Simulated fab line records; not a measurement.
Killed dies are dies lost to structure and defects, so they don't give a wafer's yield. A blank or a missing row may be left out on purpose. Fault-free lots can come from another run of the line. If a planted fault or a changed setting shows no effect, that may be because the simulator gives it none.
fab line records	flow nand-harc
record lots=24	wafers=72	last-day=24
route steps=1159 shown A_BLC@978 A_M0@1006
lots with no fault: from the same line, run without faults
start-h: hours from the record's first day to the start of the lot's first wafer shown	wait-h: hours since the lot's step before	" the same as in the row above	L1.1+2: a single row standing in for several wafers	- value missing, or start not given	* or withheld: withheld	< > ~ a bound
route shown NAME@n: a module of which the file shows steps, and the number in the route of the first	usual: mean/standard deviation taken from wafers without a fault	same: alike in all rows	chamber/n: place in a boat	sites: each site's reading	_std_site: standard deviation across them	_edge_site: the outer-site mean with the inner-site mean subtracted	radius-mm: how far each site lies from the wafer's centre	mask NAME#n: copy n	behind: the most recent tool/chamber to have shaped the wafer	hold: what put the lot on hold/how long, in hours/how the hold closed	device: the n, p or np transistor that did not switch	end of line: tests of these same wafers at the route's end	a step with no rows: only its recipe	killed: the dies lost at the first sort to structure and to defects; this is not the yield of the wafer	map: a wafer's dies, marking killed ones x, the rest . and places with no die _
set.NAME: the run value of the setting; set.NAME@STEP: its run value at that earlier step	model.NAME: the simulator's own value behind a step, which no gauge read
a sample of lots followed through the steps of the route, with each step as a table and each wafer as a row
services: the hour from which a tool's chamber was out of use, counted from the record's first day as start-h (under 0 if before that day), plus the number of hours and why
## steps
# step NHARC_A_BLC_ETCH_16
# recipe target-depth-a=390	over-etch-frac=0.3	time-s=65	ion-energy-ev=80	cf4-flow-sccm=150	ar-flow-sccm=0	rf-w=300	bias-w=100	chemistry=CF4
# usual chamber-pressure-mTorr=50.00/0.044	drypump-motor-current-A=6.0/0.5	oes-product-au=0.996/0.015	rf-vpp-V=151.2/1.1	showerhead-plenum-p-Torr=1.76/0.064	throttle-valve-pct=13.284/0.0089
lot.wafer	tool	chamber	start-h	wait-h	chamber-pressure-mTorr	drypump-motor-current-A	oes-product-au	rf-hours-counter-h	rf-vpp-V	showerhead-plenum-p-Torr	throttle-valve-pct
L075.1	rie-diel-01	2	397.30	0.5	49.93	5.1	0.997	6	151.4	1.72	13.269
L075.2	"	3	"	"	50.00	5.9	1.012	8	150.5	1.69	13.287
L075.6	"	2	"	"	50.00	5.1	1.013	-	150.7	1.72	13.281
L074.2	rie-diel-08	0	398.23	0.1	49.97	5.8	1.007	31	150.9	1.70	13.287
L074.1	"	1	"	"	49.99	6.6	0.984	31	152.8	1.84	13.281
L074.6	"	2	"	"	50.01	5.8	1.014	-	148.6	1.65	13.264
L077.4	rie-diel-05	1	407.21	0.1	50.03	6.4	0.987	4	153.0	1.85	13.290
L077.3	"	2	"	"	50.06	5.4	0.993	4	152.5	1.83	13.277
L077.5	"	0	"	"	49.97	6.4	0.975	-	151.4	1.77	13.287
L078.2	rie-diel-01	3	407.38	0.1	50.00	5.9	0.997	9	152.0	1.69	13.287
L078.1	"	0	"	"	50.03	5.3	1.021	9	149.0	1.67	13.282
L078.5	"	1	"	"	50.03	6.6	1.022	-	151.0	1.75	13.265
L076.1	rie-diel-01	3	411.19	0.1	50.03	5.9	1.011	9	150.7	1.69	13.277
L076.4	"	1	"	"	50.01	6.6	1.009	9	150.9	1.75	13.303
L076.5	"	3	"	"	49.98	5.9	0.998	-	150.4	1.69	13.281
L080.1	rie-diel-01	2	423.40	0.1	49.98	5.1	1.008	9	150.1	1.72	13.271
L080.4	"	0	"	"	50.05	5.3	1.027	11	149.5	1.66	13.291
L080.6	"	2	"	"	50.01	5.1	1.000	-	150.5	1.72	13.292
L079.3	rie-diel-05	2	423.56	0.1	49.97	5.5	0.990	6	153.3	1.83	13.286
L079.5	"	0	"	"	50.01	6.4	0.969	-	150.4	1.77	13.281
L079.6	"	1	"	"	49.99	6.3	0.985	-	151.9	1.85	13.300
L083.2	rie-diel-01	2	429.65	0.1	50.02	5.0	0.997	10	151.4	1.72	13.271
L083.5	"	0	"	"	50.06	5.3	1.019	-	150.1	1.66	13.278
L083.6	"	1	"	"	50.05	6.6	1.007	-	150.7	1.75	13.259
L082.1	rie-diel-05	0	441.06	0.1	49.97	6.4	0.970	9	150.6	1.77	13.296
L082.3	"	2	"	"	50.03	5.4	1.000	9	152.3	1.83	13.288
L082.5	"	1	"	"	50.03	6.3	0.974	-	150.7	1.84	13.271
L085.1	rie-diel-05	0	446.22	0.1	50.04	6.4	0.977	10	150.4	1.77	13.286
L085.6	"	0	"	"	50.01	6.4	0.976	-	151.8	1.77	13.280
L085.5	"	1	"	"	50.01	6.3	0.999	-	152.5	1.84	13.293
L081.1	rie-diel-05	3	452.92	0.1	49.97	6.2	0.979	11	150.6	1.71	13.290
L081.2	"	1	"	"	50.06	6.4	0.995	10	151.7	1.84	13.272
L081.5	"	3	"	"	50.04	6.2	0.994	-	150.5	1.71	13.278
L084.1	rie-diel-01	1	458.66	0.1	50.00	6.6	0.998	14	150.7	1.74	13.273
L084.4	"	2	"	"	49.97	5.0	0.985	12	152.0	1.72	13.297
L084.5	"	0	"	"	49.89	5.3	1.009	-	151.3	1.66	13.270
L087.1	rie-diel-05	0	459.28	0.1	50.03	6.4	0.985	12	151.3	1.77	13.296
L087.3	"	1	"	"	50.03	6.4	0.995	11	152.1	1.84	13.288
L087.5	"	3	"	"	49.95	6.2	0.985	-	150.9	1.71	13.295
L086.1	rie-diel-01	2	460.03	0.1	49.92	5.1	1.002	12	150.3	1.72	13.289
L086.4	"	3	"	"	50.05	5.9	1.000	15	150.1	1.69	13.271
L086.2	"	1	"	"	50.01	6.7	1.000	14	151.5	1.75	13.288
L089.6	rie-diel-05	0	472.39	0.5	50.04	6.4	0.980	-	153.4	1.77	13.280
L089.4	"	2	"	"	50.03	5.4	1.004	-	152.2	1.83	13.281
L089.5	"	3	"	"	50.04	6.2	0.976	-	149.9	1.71	13.279
L088.2	rie-diel-05	2	479.56	0.1	49.97	5.5	1.006	13	151.7	1.83	13.281
L088.4	"	1	"	"	49.94	6.3	0.988	12	151.8	1.84	13.269
L088.6	"	3	"	"	50.03	6.2	0.980	-	150.3	1.71	13.305
L090.2	rie-diel-05	1	484.45	0.1	49.93	6.4	0.985	14	152.6	1.84	13.291
L090.4	"	0	"	"	49.97	6.4	0.989	15	151.6	1.77	13.292
L090.6	"	1	"	"	50.04	6.3	0.991	-	152.1	1.84	13.296
L091.3	rie-diel-08	2	491.17	0.1	50.00	5.8	1.007	0	153.0	1.91	13.275
L091.1	"	3	"	"	49.99	5.2	1.001	0	149.5	1.72	13.276
L091.6	"	2	"	"	49.89	5.8	1.008	-	152.8	1.91	13.297
L093.3	rie-diel-05	3	498.07	0.1	50.02	6.2	0.981	16	150.0	1.71	13.280
L093.2	"	1	"	"	50.03	6.4	0.991	15	152.8	1.84	13.277
L093.1	"	2	"	"	50.07	5.5	1.003	16	151.4	1.83	13.291
L092.1	rie-diel-05	3	499.38	0.3	50.01	6.2	0.975	17	150.1	1.71	13.271
L092.3	"	2	"	"	49.92	5.5	1.007	16	152.0	1.83	13.289
L092.5	"	0	"	"	50.03	6.4	0.982	-	151.1	1.77	13.283
L095.3	rie-diel-05	1	502.98	0.1	49.94	6.3	0.997	17	152.7	1.84	13.272
L095.5	"	1	"	"	50.00	6.4	0.991	-	152.4	1.84	13.275
L095.6	"	2	"	"	50.02	5.4	1.011	-	150.9	1.83	13.290
L094.4	rie-diel-05	3	504.79	0.1	49.97	6.2	0.977	18	151.0	1.71	13.289
L094.3	"	0	"	"	50.01	6.4	0.983	18	152.2	1.77	13.286
L094.6	"	2	"	"	50.01	5.4	1.000	-	152.4	1.83	13.277
L097.1	rie-diel-05	0	516.37	0.1	49.92	6.4	0.981	20	152.7	1.77	13.277
L097.2	"	1	"	"	50.02	6.3	0.999	18	152.0	1.84	13.283
L097.6	"	3	"	"	50.06	6.2	0.982	-	151.5	1.71	13.285
L096.4	rie-diel-01	1	522.01	0.1	49.96	6.6	1.010	2	149.9	1.74	13.289
L096.1	"	2	"	"	49.96	5.0	1.017	2	151.1	1.72	13.275
L096.6	"	1	"	"	49.96	6.6	1.008	-	150.4	1.74	13.282
# step NHARC_A_BLC_STRIP_29
# recipe cf4-flow-sccm=150	ar-flow-sccm=0	bias-w=0	chemistry=CF4
# usual chamber-pressure-mTorr=50.00/0.05	drypump-motor-current-A=5.9/0.52	oes-product-au=0.996/0.012	rf-vpp-V=59.2/0.91	showerhead-plenum-p-Torr=1.74/0.061	throttle-valve-pct=13.283/0.0086
lot.wafer	tool	chamber	start-h	wait-h	chamber-pressure-mTorr	drypump-motor-current-A	oes-product-au	rf-hours-counter-h	rf-vpp-V	showerhead-plenum-p-Torr	throttle-valve-pct
L075.2	rie-diel-01	3	398.25	0.1	50.00	5.9	1.011	8	57.9	1.69	13.273
L075.1	"	1	"	"	49.98	6.6	1.004	8	58.7	1.75	13.285
L075.6	"	0	"	"	50.02	5.3	1.019	-	59.5	1.67	13.280
L074.1	rie-diel-05	3	399.37	0.1	49.99	6.2	0.994	4	58.5	1.71	13.286
L074.2	"	1	"	"	50.02	6.3	0.995	4	60.6	1.85	13.264
L074.6	"	3	"	"	50.00	6.2	0.981	-	60.4	1.71	13.292
L077.4	rie-diel-05	3	408.18	0.1	50.05	6.2	0.979	5	59.3	1.71	13.297
L077.3	"	1	"	"	50.00	6.3	0.988	4	59.8	1.85	13.281
L077.5	"	3	"	"	50.06	6.2	0.982	-	59.9	1.71	13.296
L078.1	rie-diel-01	1	408.32	0.1	49.92	6.6	1.017	9	59.7	1.75	13.284
L078.2	"	2	"	"	50.01	5.0	0.997	7	58.7	1.72	13.283
L078.5	"	1	"	"	50.07	6.6	1.002	-	59.2	1.75	13.281
L076.1	rie-diel-05	3	412.15	0.1	50.03	6.2	0.988	5	59.7	1.71	13.281
L076.4	"	1	"	"	50.02	6.4	0.984	5	59.8	1.85	13.286
L076.5	"	0	"	"	50.00	6.4	0.980	-	59.3	1.77	13.287
L080.1	rie-diel-08	2	424.36	0.1	50.00	5.8	1.002	48	59.3	1.65	13.275
L080.4	"	1	"	"	49.95	6.6	0.997	45	59.3	1.84	13.281
L080.6	"	2	"	"	49.96	5.8	1.007	-	58.4	1.65	13.278
L079.3	rie-diel-01	3	424.51	0.1	49.97	5.9	1.000	11	59.3	1.69	13.293
L079.6	"	3	"	"	50.07	5.9	0.985	-	58.7	1.69	13.287
L079.5	"	0	"	"	49.94	5.3	1.014	-	58.7	1.66	13.286
L083.2	rie-diel-05	1	430.61	0.1	49.98	6.3	0.993	8	60.6	1.84	13.271
L083.5	"	3	"	"	49.94	6.2	0.988	-	58.1	1.71	13.289
L083.6	"	0	"	"	50.02	6.4	0.977	-	59.1	1.77	13.296
L082.1	rie-diel-05	0	442.03	0.1	49.97	6.4	0.984	9	58.8	1.77	13.291
L082.3	"	2	"	"	50.12	5.5	1.008	9	59.5	1.83	13.283
L082.5	"	3	"	"	50.03	6.2	0.995	-	59.7	1.71	13.278
L085.1	rie-diel-01	3	447.20	0.1	49.98	5.9	1.001	13	59.3	1.69	13.285
L085.6	"	2	"	"	50.01	5.1	0.984	-	59.4	1.72	13.292
L085.5	"	3	"	"	50.01	5.9	0.990	-	60.1	1.69	13.290
L081.1	rie-diel-01	0	453.89	0.1	49.97	5.3	1.018	14	58.8	1.66	13.284
L081.2	"	2	"	"	50.07	5.1	0.999	12	58.5	1.72	13.283
L081.5	"	0	"	"	49.99	5.3	1.017	-	58.9	1.66	13.312
L084.1	rie-diel-01	3	459.62	0.1	50.03	5.9	1.011	15	59.8	1.69	13.278
L084.4	"	0	"	"	50.05	5.3	1.007	15	58.8	1.66	13.267
L084.5	"	3	"	"	50.03	5.9	0.993	-	58.6	1.69	13.298
L087.1	rie-diel-05	3	460.34	0.1	49.97	6.2	0.995	12	60.1	1.71	13.291
L087.3	"	0	"	"	50.01	6.4	0.981	12	60.3	1.77	13.280
L087.5	"	2	"	"	49.90	5.5	1.009	-	61.9	1.83	13.274
L086.4	rie-diel-05	2	461.00	0.1	50.05	5.5	1.011	11	59.5	1.83	13.295
L086.2	"	3	"	"	49.95	6.2	0.976	12	57.7	1.71	13.274
L086.1	"	0	"	"	50.00	6.4	0.982	12	58.9	1.77	13.287
L089.4	rie-diel-08	2	473.49	0.1	49.95	5.8	1.003	65	59.7	1.64	13.278
L089.5	"	2	"	"	49.93	5.8	1.009	-	58.7	1.65	13.273
L089.6	"	3	"	"	49.96	5.2	1.003	-	58.9	1.72	13.282
L088.4	rie-diel-05	3	480.53	0.1	50.01	6.2	0.983	14	59.0	1.71	13.275
L088.2	"	2	"	"	50.10	5.5	1.008	13	58.6	1.83	13.285
L088.6	"	0	"	"	50.07	6.4	0.979	-	60.2	1.77	13.285
L090.4	rie-diel-01	1	485.44	0.1	50.05	6.6	1.006	16	60.1	1.74	13.278
L090.2	"	2	"	"	49.93	5.0	0.999	15	57.6	1.72	13.277
L090.6	"	0	"	"	49.93	5.3	1.013	-	58.8	1.66	13.286
L091.3	rie-diel-05	3	492.13	0.1	49.95	6.2	0.984	16	60.7	1.71	13.273
L091.1	"	1	"	"	49.98	6.3	0.993	15	60.5	1.84	13.280
L091.6	"	2	"	"	50.10	5.5	1.003	-	60.0	1.83	13.271
L093.3	rie-diel-05	0	499.04	0.1	49.97	6.4	0.998	17	59.7	1.77	13.292
L093.2	"	1	"	"	50.04	6.4	1.000	16	58.0	1.84	13.276
L093.1	"	2	"	"	49.93	5.4	0.999	16	59.0	1.83	13.277
L092.1	rie-diel-05	0	500.44	0.1	49.99	6.4	0.988	18	58.7	1.77	13.299
L092.3	"	1	"	"	49.99	6.4	0.989	17	58.8	1.84	13.290
L092.5	"	3	"	"	50.06	6.2	0.978	-	59.3	1.71	13.278
L095.3	rie-diel-01	1	503.94	0.1	50.07	6.6	0.997	0	58.8	1.74	13.278
L095.5	"	1	"	"	50.01	6.6	0.992	-	58.2	1.74	13.282
L095.6	"	2	"	"	49.97	5.1	0.989	-	57.9	1.72	13.281
L094.4	rie-diel-01	2	505.74	0.1	50.08	5.0	1.005	0	59.9	1.72	13.265
L094.3	"	0	"	"	49.99	5.3	1.012	0	57.3	1.66	13.272
L094.6	"	3	"	"	50.05	5.9	0.992	-	59.2	1.69	13.266
L097.1	rie-diel-05	3	517.34	0.1	49.97	6.2	0.981	20	58.2	1.71	13.271
L097.2	"	0	"	"	49.96	6.4	0.983	20	60.2	1.77	13.282
L097.6	"	2	"	"	49.99	5.4	1.013	-	59.0	1.83	13.279
L096.4	rie-diel-01	2	522.97	0.1	49.94	5.1	0.994	2	58.6	1.72	13.284
L096.1	"	3	"	"	50.07	5.9	1.011	2	59.0	1.69	13.279
L096.6	"	2	"	"	50.03	5.1	0.994	-	57.8	1.71	13.295
# step NHARC_A_M0_INSPECT_11
# usual raw-defect-count=31/10
lot.wafer	tool	chamber	start-h	wait-h	raw-defect-count
L075.1	defect-inspect-02	-	405.70	0.0	24
L075.2	"	-	"	"	21
L075.6	"	-	"	"	33
L074.1	defect-inspect-01	-	406.15	0.0	30
L074.2	"	-	"	"	36
L074.6	"	-	"	"	29
L077.3	defect-inspect-02	-	411.49	0.0	37
L077.4	"	-	"	"	26
L077.5	"	-	"	"	38
L078.1	defect-inspect-02	-	411.81	0.0	41
L078.2	"	-	"	"	29
L078.5	"	-	"	"	31
L076.1	defect-inspect-01	-	415.11	0.0	45
L076.4	"	-	"	"	27
L076.5	"	-	"	"	32
L080.1	defect-inspect-02	-	427.34	0.0	42
L080.4	"	-	"	"	46
L080.6	"	-	"	"	37
L079.3	defect-inspect-02	-	427.84	0.1	18
L079.5	"	-	"	"	19
L079.6	"	-	"	"	10
L083.2	defect-inspect-02	-	437.66	0.1	26
L083.5	"	-	"	"	36
L083.6	"	-	"	"	23
L082.1	defect-inspect-02	-	446.85	0.0	20
L082.3	"	-	"	"	24
L082.5	"	-	"	"	25
L085.1	defect-inspect-02	-	454.07	0.0	21
L085.5	"	-	"	"	28
L085.6	"	-	"	"	21
L081.1	defect-inspect-02	-	459.16	0.0	37
L081.2	"	-	"	"	25
L081.5	"	-	"	"	33
L084.1	defect-inspect-02	-	462.70	0.0	28
L084.4	"	-	"	"	39
L084.5	"	-	"	"	35
L087.1	defect-inspect-01	-	463.28	0.0	26
L087.3	"	-	"	"	32
L087.5	"	-	"	"	35
L086.1	defect-inspect-02	-	464.28	0.0	28
L086.2	"	-	"	"	34
L086.4	"	-	"	"	33
L089.4	defect-inspect-02	-	477.58	0.0	32
L089.5	"	-	"	"	20
L089.6	"	-	"	"	28
L088.2	defect-inspect-02	-	483.36	0.0	24
L088.4	"	-	"	"	34
L088.6	"	-	"	"	34
L090.2	defect-inspect-02	-	490.31	0.0	15
L090.4	"	-	"	"	9
L090.6	"	-	"	"	21
L091.1	defect-inspect-01	-	498.70	0.0	32
L091.3	"	-	"	"	35
L091.6	"	-	"	"	33
L093.1	defect-inspect-01	-	502.07	0.0	18
L093.2	"	-	"	"	30
L093.3	"	-	"	"	19
L092.1	defect-inspect-01	-	503.72	0.0	46
L092.3	"	-	"	"	50
L092.5	"	-	"	"	53
L095.3	defect-inspect-02	-	506.88	0.0	43
L095.5	"	-	"	"	41
L095.6	"	-	"	"	41
L094.3	defect-inspect-02	-	510.90	0.0	42
L094.4	"	-	"	"	49
L094.6	"	-	"	"	47
L097.1	defect-inspect-01	-	520.75	0.0	16
L097.2	"	-	"	"	16
L097.6	"	-	"	"	22
L096.1	defect-inspect-01	-	529.87	0.0	41
L096.4	"	-	"	"	45
L096.6	"	-	"	"	39
# step NHARC_A_M0_DEGAS_28
# recipe temp-c=250	time-s=60
# usual heater-power-w=351/41
lot.wafer	tool	chamber	start-h	wait-h	heater-power-w
L075.2	pvd-sputter-03	-	406.69	-	302
L075.1	"	-	"	"	338
L075.6	"	-	"	"	309
L074.1	pvd-sputter-01	-	407.13	-	343
L074.2	"	-	"	"	367
L074.6	"	-	"	"	368
L077.4	pvd-sputter-03	-	412.48	-	332
L077.3	"	-	"	"	299
L077.5	"	-	"	"	323
L078.1	pvd-sputter-02	-	412.80	-	372
L078.2	"	-	"	"	450
L078.5	"	-	"	"	453
L076.4	pvd-sputter-02	-	416.13	-	374
L076.1	"	-	"	"	438
L076.5	"	-	"	"	287
L080.1	pvd-sputter-01	-	428.38	-	370
L080.4	"	-	"	"	363
L080.6	"	-	"	"	367
L079.3	pvd-sputter-03	-	428.90	-	327
L079.5	"	-	"	"	344
L079.6	"	-	"	"	339
L083.2	pvd-sputter-03	-	438.66	-	341
L083.6	"	-	"	"	333
L083.5	"	-	"	"	304
L082.1	pvd-sputter-02	-	447.84	-	366
L082.3	"	-	"	"	376
L082.5	"	-	"	"	288
L085.1	pvd-sputter-02	-	455.05	-	365
L085.6	"	-	"	"	376
L085.5	"	-	"	"	290
L081.2	pvd-sputter-02	-	460.29	-	428
L081.1	"	-	"	"	386
L081.5	"	-	"	"	289
L084.4	pvd-sputter-01	-	463.69	-	350
L084.1	"	-	"	"	331
L084.5	"	-	"	"	357
L087.1	pvd-sputter-01	-	464.26	-	354
L087.3	"	-	"	"	372
L087.5	"	-	"	"	377
L086.1	pvd-sputter-02	-	465.25	-	431
L086.4	"	-	"	"	386
L086.2	"	-	"	"	358
L089.4	pvd-sputter-02	-	478.55	-	366
L089.6	"	-	"	"	371
L089.5	"	-	"	"	423
L088.2	pvd-sputter-02	-	484.83	-	371
L088.4	"	-	"	"	290
L088.6	"	-	"	"	428
L090.2	pvd-sputter-01	-	491.29	-	367
L090.4	"	-	"	"	331
L090.6	"	-	"	"	327
L091.3	pvd-sputter-02	-	499.73	-	370
L091.1	"	-	"	"	289
L091.6	"	-	"	"	446
L093.1	pvd-sputter-03	-	503.11	-	340
L093.3	"	-	"	"	293
L093.2	"	-	"	"	353
L092.1	pvd-sputter-03	-	504.70	-	346
L092.3	"	-	"	"	322
L092.5	"	-	"	"	316
L095.3	pvd-sputter-03	-	507.97	-	332
L095.5	"	-	"	"	332
L095.6	"	-	"	"	337
L094.3	pvd-sputter-03	-	511.88	-	296
L094.4	"	-	"	"	343
L094.6	"	-	"	"	299
L097.2	pvd-sputter-02	-	521.74	-	445
L097.1	"	-	"	"	288
L097.6	"	-	"	"	427
L096.1	pvd-sputter-03	-	530.85	-	295
L096.4	"	-	"	"	346
L096.6	"	-	"	"	342
# step NHARC_A_M0_ANNEAL_30
# recipe temp-c=225	time-s=90
# usual wafer_temp_C_max=226.02/0.24
lot.wafer	tool	chamber	start-h	wait-h	wafer_temp_C_max
L075.1	rtp-anneal-02	0	407.43	-	226.30
L075.2	"	0	"	"	225.92
L075.6	"	0	"	"	225.79
L074.1	rtp-anneal-01	0	407.86	-	225.80
L074.2	"	0	"	"	226.47
L074.6	"	0	"	"	225.96
L077.3	rtp-anneal-01	0	413.32	-	225.81
L077.4	"	0	"	"	226.10
L077.5	"	0	"	"	226.25
L078.1	rtp-anneal-02	0	413.56	0.4	226.02
L078.2	"	0	"	"	225.76
L078.5	"	0	"	"	226.05
L076.1	rtp-anneal-02	0	416.91	0.4	226.03
L076.4	"	0	"	"	226.13
L076.5	"	0	"	"	225.89
L080.1	rtp-anneal-01	0	429.14	0.3	225.68
L080.4	"	0	"	"	225.91
L080.6	"	0	"	"	226.03
L079.3	rtp-anneal-01	0	429.87	0.4	225.85
L079.5	"	0	"	"	226.52
L079.6	"	0	"	"	226.41
L083.2	rtp-anneal-01	0	439.45	0.4	225.98
L083.5	"	0	"	"	226.01
L083.6	"	0	"	"	225.95
L082.1	rtp-anneal-02	0	449.44	0.3	225.92
L082.3	"	0	"	"	225.63
L082.5	"	0	"	"	225.58
L085.1	rtp-anneal-02	0	456.06	0.3	226.14
L085.5	"	0	"	"	225.71
L085.6	"	0	"	"	225.91
L081.1	rtp-anneal-02	0	461.01	0.3	225.71
L081.2	"	0	"	"	225.58
L081.5	"	0	"	"	225.63
L084.1	rtp-anneal-01	0	464.43	0.3	226.22
L084.4	"	0	"	"	226.22
L084.5	"	0	"	"	226.44
L087.1	rtp-anneal-02	0	465.12	-	226.01
L087.3	"	0	"	"	226.01
L087.5	"	0	"	"	225.79
L086.1	rtp-anneal-01	0	465.99	0.3	226.27
L086.2	"	0	"	"	226.02
L086.4	"	0	"	"	226.40
L089.4	rtp-anneal-02	0	479.49	-	226.11
L089.5	"	0	"	"	225.85
L089.6	"	0	"	"	226.08
L088.2	rtp-anneal-02	0	485.61	0.3	225.90
L088.4	"	0	"	"	225.85
L088.6	"	0	"	"	226.24
L090.2	rtp-anneal-02	0	492.30	-	225.85
L090.4	"	0	"	"	226.10
L090.6	"	0	"	"	225.96
L091.1	rtp-anneal-02	0	500.47	0.3	226.17
L091.3	"	0	"	"	226.35
L091.6	"	0	"	"	226.29
L093.1	rtp-anneal-01	0	503.84	0.3	226.10
L093.2	"	0	"	"	226.27
L093.3	"	0	"	"	226.09
L092.1	rtp-anneal-01	0	505.70	0.5	226.16
L092.3	"	0	"	"	226.13
L092.5	"	0	"	"	226.01
L095.3	rtp-anneal-01	0	508.81	-	226.08
L095.5	"	0	"	"	225.74
L095.6	"	0	"	"	225.94
L094.3	rtp-anneal-01	0	512.86	0.3	226.33
L094.4	"	0	"	"	226.14
L094.6	"	0	"	"	226.53
L097.1	rtp-anneal-01	0	522.47	-	225.83
L097.2	"	0	"	"	226.02
L097.6	"	0	"	"	226.11
L096.1	rtp-anneal-01	0	531.73	-	225.58
L096.4	"	0	"	"	225.97
L096.6	"	0	"	"	225.96
# step NHARC_A_M0_DEP_32
# recipe target-thk-a=300	temp-c=370	target-thk-nm=30	pressure-torr=3	flow-sccm=200	rf-w=450	material=SiCN
# usual heater-power-w=579/60
lot.wafer	tool	chamber	start-h	wait-h	heater-power-w
L075.2	pecvd-04	2	415.40	0.1	615
L075.1	"	1	"	"	556
L075.6	"	1	"	"	547
L074.1	pecvd-01	0	415.42	0.1	559
L074.2	"	2	"	"	453
L074.6	"	1	"	"	537
L078.2	pecvd-02	0	415.78	0.1	716
L078.1	"	1	"	"	530
L078.5	"	2	"	"	558
L077.3	pecvd-04	0	415.79	0.1	651
L077.5	"	2	"	"	651
L077.4	"	1	"	"	596
L076.1	pecvd-01	0	417.96	0.1	555
L076.5	"	0	"	"	556
L076.4	"	1	"	"	618
L080.1	pecvd-04	1	430.16	0.1	596
L080.4	"	1	"	"	611
L080.6	"	0	"	"	679
L079.3	pecvd-01	2	431.29	0.1	527
L079.6	"	2	"	"	506
L079.5	"	0	"	"	529
L083.2	pecvd-04	1	440.37	0.1	615
L083.5	"	2	"	"	593
L083.6	"	0	"	"	626
L082.3	pecvd-01	2	450.44	0.1	516
L082.1	"	0	"	"	518
L082.5	"	0	"	"	508
L085.1	pecvd-04	0	457.09	0.1	602
L085.5	"	2	"	"	573
L085.6	"	0	"	"	593
L081.2	pecvd-04	0	461.98	0.1	658
L081.1	"	1	"	"	655
L081.5	"	0	"	"	661
L084.1	pecvd-04	2	465.49	0.1	584
L084.4	"	0	"	"	649
L084.5	"	2	"	"	590
L087.3	pecvd-01	0	466.09	0.1	527
L087.1	"	1	"	"	573
L087.5	"	2	"	"	522
L086.1	pecvd-04	1	466.96	0.1	655
L086.2	"	0	"	"	597
L086.4	"	2	"	"	658
L089.5	pecvd-02	0	480.47	0.2	605
L089.6	"	1	"	"	552
L089.4	"	2	"	"	620
L088.2	pecvd-02	2	486.98	0.1	594
L088.6	"	1	"	"	497
L088.4	"	2	"	"	576
L090.2	pecvd-01	2	493.25	0.1	519
L090.4	"	2	"	"	512
L090.6	"	0	"	"	506
L091.1	pecvd-01	2	501.44	0.1	506
L091.3	"	0	"	"	540
L091.6	"	0	"	"	550
L093.3	pecvd-01	0	504.80	0.1	549
L093.1	"	1	"	"	509
L093.2	"	2	"	"	468
L092.1	pecvd-04	1	506.67	0.1	596
L092.3	"	2	"	"	593
L092.5	"	1	"	"	608
L095.3	pecvd-04	1	509.77	0.1	654
L095.5	"	2	"	"	628
L095.6	"	1	"	"	645
L094.3	pecvd-01	1	513.81	0.1	596
L094.6	"	0	"	"	515
L094.4	"	1	"	"	594
L097.2	pecvd-04	0	523.45	0.1	697
L097.1	"	1	"	"	608
L097.6	"	2	"	"	641
L096.1	pecvd-01	0	532.78	0.1	567
L096.6	"	1	"	"	566
L096.4	"	2	"	"	464
## services
tool	chamber	start-h	hours	kind
rie-diel-05	0	374.30	-	clean
rie-diel-05	1	374.30	-	clean
rie-diel-05	2	374.30	-	clean
rie-diel-05	3	374.30	-	clean
pecvd-04	-	376.56	13.0	pm
pvd-sputter-02	-	391.95	5.3	repair
rie-diel-05	0	398.80	-	clean
rie-diel-05	1	398.80	-	clean
rie-diel-05	2	398.80	-	clean
rie-diel-05	3	398.80	-	clean
rie-diel-01	2	400.87	3.2	repair
rie-diel-05	-	402.94	0.5	repair
pecvd-01	-	418.19	13.0	pm
pecvd-02	1	447.46	7.7	repair
rie-diel-08	3	455.00	9.4	repair
pvd-sputter-03	-	458.00	10.0	pm
rie-diel-05	1	466.88	7.2	repair
rie-diel-08	-	479.29	9.0	pm
rie-diel-01	-	491.80	9.0	pm
pecvd-02	2	513.38	3.7	repair
pvd-sputter-01	-	514.01	10.0	pm
pecvd-02	-	515.69	13.0	pm
pvd-sputter-02	-	516.20	1.8	repair
rie-diel-05	-	517.80	9.0	pm
## key
fault none
